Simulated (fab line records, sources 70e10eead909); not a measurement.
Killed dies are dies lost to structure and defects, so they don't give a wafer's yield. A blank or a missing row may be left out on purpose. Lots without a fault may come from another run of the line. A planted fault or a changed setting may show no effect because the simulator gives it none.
Chamber matching | flow nand_harc | NHARC_P_M2_DEP_33 on pecvd-02: 3 sister chambers
The step deposits SiCN, target thk 30 nm. 20 wafers are shown with their chamber, then 10 later ones without.

WAFERS WITH THEIR CHAMBER
wafer  | chamber | heater_power_w (W)
L078.1 | 2       | 650
L078.5 | 2       | 650
L078.6 | 0       | 459
L082.1 | 2       | 583
L082.4 | 1       | 725
L082.6 | 0       | 504
L083.1 | 1       | 718
L083.2 | 2       | 563
L083.6 | 2       | 565
L088.2 | 1       | 761
L088.3 | 2       | 525
L088.6 | 2       | 523
L085.1 | 2       | 543
L085.2 | 1       | 685
L085.3 | 0       | 469
L087.1 | 1       | 729
L087.4 | 0       | 492
L087.6 | 1       | 742
L093.2 | 0       | 438
L093.3 | 2       | 596

SIGNATURES (means of the wafers above)
reading        | chamber 0 | chamber 1 | chamber 2 | scatter within a chamber
heater_power_w | 472.40    | 726.67    | 577.56    | 37.7
Rule: a wafer's distance from a chamber is the root of the sum, over the readings, of the square of ((its reading less the chamber's mean) divided by the reading's scatter). The wafer belongs to the nearest chamber; if the next one is less than 2 further off, it can't be placed. The scatter: the root of (the sum of the squares of (reading less its chamber's mean) over the shown wafers, divided by (wafers less chambers)).

WAFERS WITHOUT THEIR CHAMBER
wafer  | heater_power_w (W)
L093.4 | 465
L092.3 | 602
L092.4 | 712
L092.6 | 523
L096.1 | 491
L096.2 | 528
L096.6 | 767
L097.3 | 520
L097.4 | 500
L097.6 | 558

WHICH CHAMBER EACH WENT THROUGH
wafer  | from the rows above     | in truth
L093.4 | 0                       | 0
L092.3 | 2                       | 2
L092.4 | 1                       | 1
L092.6 | can't be placed: 0 or 2 | 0
L096.1 | can't be placed: 0 or 2 | 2
L096.2 | can't be placed: 2 or 0 | 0
L096.6 | 1                       | 1
L097.3 | can't be placed: 0 or 2 | 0
L097.4 | can't be placed: 0 or 2 | 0
L097.6 | can't be placed: 2 or 0 | 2
Placed correctly: 4 of 10. Can't be placed from these rows: 6 (the true chamber is among the candidates in 6). Placed wrongly: 0.
